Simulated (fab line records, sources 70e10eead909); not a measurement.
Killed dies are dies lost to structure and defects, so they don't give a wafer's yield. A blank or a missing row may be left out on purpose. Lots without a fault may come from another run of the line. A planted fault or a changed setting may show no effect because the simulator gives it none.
A struck lot beside a sound one | flow nand_harc | 14 steps out of a route of 1159
Sound: wafers L124.1, L124.2, L124.4. Struck: wafers L133.2, L133.4, L133.5. The cause comes at the end.
At each step with rows: each side's tool, then ch and its chambers, then its first start. Under that, the readings that differ: sound wafers | struck wafers | difference of the means | sigmas: that difference in standard deviations of wafers without a fault.
alike: readings whose means differ by less than 2 such deviations, and words and numbers that are the same on both sides. not compared: withheld readings, readings that some wafer has no value for, bounds like >300 that may hide the same value, and numbers for which the record gives no deviation and whose values overlap.
The two part at a step that has a row with sigmas, a row that says differs or no value, or rows on one side only. Numbers that don't overlap but have no deviation are shown without sigmas and don't part them. A reading that every wafer of one side lacks parts them only if that side has two wafers or more.

first, 1 step without rows for these wafers: NHARC_P_M2_STRIP_19 (strips in post etch residue remover, time 600 s).
NHARC_P_M2_DEGAS_29: time 60 s.
  sound on pvd_sputter-02, day 6 22:46; struck on pvd_sputter-01, day 9 13:13
  alike: heater_power_w
NHARC_P_M2_PRE_CLEAN_30: time 30 s.
  sound on pvd_sputter-02; struck on pvd_sputter-01
  alike: heater_power_w
then, 1 step without rows for these wafers: NHARC_P_M2_PVD_20 (deposits TaN, target thk 5 nm, time 8.06 s).
NHARC_P_M2_PVD_21: deposits Cu, target thk 30 nm, time 20.49 s.
  sound on pvd_sputter-02; struck on pvd_sputter-01
  reading                | sound          | struck         | difference | sigmas
  throttle_valve_pct (%) | 30.3 31.0 30.5 | 27.3 28.5 27.3 | -2.9       | -3
  alike: chamber_pressure_pa
then, 2 steps without rows for these wafers: NHARC_P_M2_ECD_22 (material Cu, target thk 400 nm); NHARC_P_M2_ANNEAL_31 (time 90 s).
NHARC_P_M2_CMP_23: polishes, t overpolish 20 s, target thk 144.3 nm.
  sound on cmp-03 ch 0,1,3, day 6 23:52; struck on cmp-01 ch 0,1,3, day 9 14:21
  alike: motor_current_A, time_to_endpoint_s
NHARC_P_M2_THK_MEAS_24: measures by xrf.
  sound on film_metro-01, day 7 00:11; struck on film_metro-02, day 9 14:36
  alike: thk_nm
then, 1 step without rows for these wafers: NHARC_P_M2_SRD_25.
NHARC_P_M2_INSPECT_27:
  sound on defect_inspect-01, day 7 00:20; struck on defect_inspect-02, day 9 14:46
  alike: raw_defect_count
NHARC_P_M2_PRE_CLEAN_32: time 12 s.
  sound on pecvd-02 ch 0,1,2, day 7 00:25; struck on pecvd-02 ch 1,2, day 9 14:50
  reading            | sound             | struck            | difference | sigmas
  rf_fwd_power_W (W) | 290.9 294.3 292.5 | 306.7 307.7 306.8 | +14.5      | +16
  alike: heater_power_w
NHARC_P_M2_DEP_33: deposits SiCN, target thk 30 nm.
  sound on pecvd-02 ch 0,1,2, day 7 00:29; struck on pecvd-02 ch 1,2, day 9 14:55
  alike: heater_power_w
then, 1 step without rows for these wafers: NHARC_END_SORT_01.

WHERE THEY PART
First at NHARC_P_M2_PVD_21; last, within this record, at NHARC_P_M2_PRE_CLEAN_32. Later steps at which nothing parts them and some readings are alike: NHARC_P_M2_DEP_33.

WHY: what the simulator had put in
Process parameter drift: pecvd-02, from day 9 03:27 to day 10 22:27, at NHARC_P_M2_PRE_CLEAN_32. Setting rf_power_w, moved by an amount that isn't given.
